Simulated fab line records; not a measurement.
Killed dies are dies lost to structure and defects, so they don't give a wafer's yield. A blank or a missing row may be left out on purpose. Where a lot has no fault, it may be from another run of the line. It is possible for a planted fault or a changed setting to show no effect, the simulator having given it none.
Problem report, 8D (eight disciplines) form, completed by code	flow n5 finfet	the parts of the form that need people (team, actions taken, sign-off) are left out

== 1. PROBLEM STATEMENT ==
Wafers with no fault read 40001 nm with a standard deviation of 3.6, whereas cd nm at N5_PASSIVATION_CD_MEAS_44 reads a mean of 40048 nm on 1 wafer of 1 lot. Measured from the usual mean, that is +13 standard deviations.
The step: target cd 40000 nm.
Earliest sighting: wafer L138.1 on cd sem-02 at day 17 02:28. The record holds 33 wafers of 11 lots with a number at this step. By rule, "out" or "out of limits" means more than 4 standard deviations away from the usual mean. The other wafers with a number count as sound.

== 2. WHAT THIS IS AND IS NOT ==
question	is	is not
which readings at this step	cd nm	-
which lots	L138	L128, L129, L130, L131, L133, L134, L136, L137, L149, L151
which wafers of those lots	L138.1	L138.4, L138.5
read on which gauges	cd sem-02	cd sem-01, cd sem-03
when	from day 17 02:28	up to then (26 sound wafers); but 6 sound wafers of L149, L151 came after

== 3. THE SUSPECTS, EACH WITH WHAT RULES IT OUT ==
Counting: if a tool at a process step up to the reading ran every lot that is out, it stays a suspect. Sound lots after the first of them don't rule it out here, since some wafers of a struck lot are sound.
- the gauge at N5_PASSIVATION_CD_MEAS_44: kept. All the wafers that are out were read on cd sem-02, and no step on other tools shows them out.
- pecvd-03 at N5_PASSIVATION_PECVD_00 (deposits SiO2 from SiH4/N2O, target thk 200 nm, time 11.2 s): kept. L138, the lot that is out, went through it at day 16 11:45; up to then, the latest sound lot through it was L137 at day 16 03:07.
- pvd sputter-02 at N5_MIM_BOT_SPUTTER_00 (material TiN, target thk 35 nm, time 89.7 s): kept. L138, the lot that is out, went through it at day 16 13:35; up to then, the latest sound lot through it was L137 at day 16 03:53.
- krf scanner-02 at N5_PASSIVATION_EXPOSE_41 (exposes mask PASS OPEN, defocus 0 nm, target cd 40000 nm): kept. L138, the lot that is out, went through it at day 17 02:17; up to then, the latest sound lot through it was L136 at day 16 08:05.
Left after counting: pecvd-03 at N5_PASSIVATION_PECVD_00, pvd sputter-02 at N5_MIM_BOT_SPUTTER_00, krf scanner-02 at N5_PASSIVATION_EXPOSE_41, cd sem-02 at N5_PASSIVATION_CD_MEAS_44.

== 4. THE CAUSE (what the simulator had put in) ==
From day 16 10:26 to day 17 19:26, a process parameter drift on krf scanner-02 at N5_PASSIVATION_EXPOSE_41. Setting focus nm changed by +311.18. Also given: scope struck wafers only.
This tool is one of the 4 suspects left after counting.

== 5. THE EFFECT CHAIN, in route order ==
One row per reading whose mean, taken over the struck wafers that have a number, lies over 3 standard deviations from the usual. Scope: only readings with a usual standard deviation given in the record; hours: median across lots of the time from each lot's start at the first step in this table that gives one to its start at this step; sigmas: change in usual standard deviations.
hours	step	reading	usual	on struck wafers	change	sigmas
0	N5_PASSIVATION_CD_MEAS_44	cd nm	40001 nm	40048	+47	+13

== 6. HOW IT WOULD HAVE BEEN CAUGHT EARLIER ==
The first out-of-limits reading at a measuring or inspecting step in this record came at day 17 02:28, 16 hours after the fault's start at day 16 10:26.
Of the tool readings at N5_PASSIVATION_EXPOSE_41 for which the record gives a usual standard deviation, none was out on any struck wafer, so an alarm limit of 4 standard deviations on them would not have fired.
By day 17 02:28 the whole set of lots that are out, 1 in number, had already begun N5_PASSIVATION_EXPOSE_41 on krf scanner-02. Tool hold at that time: it would have spared none of them.
